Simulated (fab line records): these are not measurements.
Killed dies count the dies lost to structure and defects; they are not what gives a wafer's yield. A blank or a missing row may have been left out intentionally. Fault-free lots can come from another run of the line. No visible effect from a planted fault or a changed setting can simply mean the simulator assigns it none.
Chamber matching    flow n5Finfet    rieDiel-06 running N5_HKMG_FIN_ETCH_67: 4 sister chambers
The step etches SOC in N2/H2, stops on TiN, target depth 388.9 nm. 18 wafers are shown with their chamber, then 9 later ones without.

EACH WAFER AND ITS CHAMBER
wafer   chamber  showerheadPlenumPTorr (Torr)  drypumpMotorCurrentA (A)  throttleValvePct (%)
L074.1  2        2.58                          5.53                      17.7
L074.4  3        2.66                          5.13                      18.4
L074.6  3        2.66                          5.14                      18.4
L075.2  3        2.66                          5.14                      18.4
L075.4  1        2.61                          5.65                      18.1
L075.5  1        2.61                          5.59                      18.1
L077.1  2        2.58                          5.50                      17.7
L077.2  3        2.66                          5.12                      18.3
L077.4  0        2.47                          5.92                      17.4
L079.1  3        2.66                          5.12                      18.4
L079.4  1        2.61                          5.66                      18.1
L079.6  1        2.61                          5.68                      18.1
L082.3  0        2.47                          5.90                      17.4
L082.4  3        2.66                          5.14                      18.4
L082.6  0        2.47                          5.91                      17.5
L085.2  2        2.58                          5.51                      17.8
L085.4  3        2.65                          5.13                      18.4
L085.6  3        2.65                          5.11                      18.4

SIGNATURES (means of the wafers above)
reading                chamber 0  chamber 1  chamber 2  chamber 3  scatter within a chamber
showerheadPlenumPTorr  2.4700     2.6100     2.5800     2.6575     0.00327
drypumpMotorCurrentA   5.9100     5.6450     5.5133     5.1288     0.0208
throttleValvePct       17.433     18.100     17.733     18.387     0.0397
Rule: distance of a wafer from a chamber = root of the sum over the readings of ((wafer's reading minus chamber's mean) / reading's scatter) squared. If the next closest chamber is less than 2 further off than the closest, the wafer can't be placed; otherwise it belongs to the closest. The scatter: take each reading less its chamber's mean, square it, sum over the shown wafers, divide by the number of wafers less the number of chambers, and take the root.

WAFERS WITH NO CHAMBER GIVEN
wafer   showerheadPlenumPTorr (Torr)  drypumpMotorCurrentA (A)  throttleValvePct (%)
L088.1  2.57                          5.53                      17.8
L088.4  2.46                          5.89                      17.5
L088.5  2.65                          5.14                      18.4
L090.1  2.60                          5.62                      18.2
L090.5  2.65                          5.14                      18.4
L090.6  2.46                          5.93                      17.5
L095.1  2.64                          5.16                      18.4
L095.3  2.57                          5.52                      17.8
L095.6  2.64                          5.13                      18.4

THE CHAMBER EACH PASSED THROUGH
wafer   from the rows above  in truth
L088.1  2                    2
L088.4  0                    0
L088.5  3                    3
L090.1  1                    1
L090.5  3                    3
L090.6  0                    0
L095.1  3                    3
L095.3  2                    2
L095.6  3                    3
Placed correctly: 9 of 9. Not placeable from these rows: 0. Placed wrongly: 0.
